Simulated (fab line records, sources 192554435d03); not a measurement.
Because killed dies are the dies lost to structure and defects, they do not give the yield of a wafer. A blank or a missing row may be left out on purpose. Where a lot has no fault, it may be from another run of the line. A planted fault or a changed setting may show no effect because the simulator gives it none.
Matching of chambers | flow n5Finfet | N5_BEOL_M0_ETCH_138 on rieDiel-06 has 4 sister chambers
The step etches SiCN in CH3F/O2, target depth 12 nm, time 31.6 s. 4 wafers are shown with their chamber, then 8 later ones without.

## WAFERS PAIRED WITH THEIR CHAMBERS
wafer  | chamber | showerheadPlenumPTorr (Torr)
L080.2 | 1       | 2.05
L084.3 | 3       | 2.09
L084.5 | 0       | 1.93
L091.1 | 2       | 2.01

## WAFERS WITH NO CHAMBER GIVEN
wafer  | showerheadPlenumPTorr (Torr)
L091.2 | 2.04
L091.4 | 1.93
L095.1 | 2.08
L095.3 | 2.04
L095.6 | 1.92
L097.1 | 1.92
L097.3 | 2.01
L097.6 | 2.08

## WHICH CHAMBER EACH WENT THROUGH
wafer  | from the rows above | in truth
L091.2 | 1                   | 1
L091.4 | 0                   | 0
L095.1 | 3                   | 3
L095.3 | 1                   | 1
L095.6 | 0                   | 0
L097.1 | 0                   | 0
L097.3 | 2                   | 2
L097.6 | 3                   | 3
Correctly placed: 8 of 8. Number that these rows cannot place: 0. Wrongly placed: 0.
How it was worked out, from the rows above alone: a wafer's distance from a chamber is the root of the sum, over the readings, of the square of ((its reading less the chamber's mean) divided by the reading's scatter). If the next closest chamber is less than 2 further off than the closest, the wafer can't be placed; otherwise it belongs to the closest. Each chamber's mean is taken over the wafers shown for it. The scatter: root of mean squared gap, hidden wafer to nearest shown wafer, with one shown wafer a chamber.
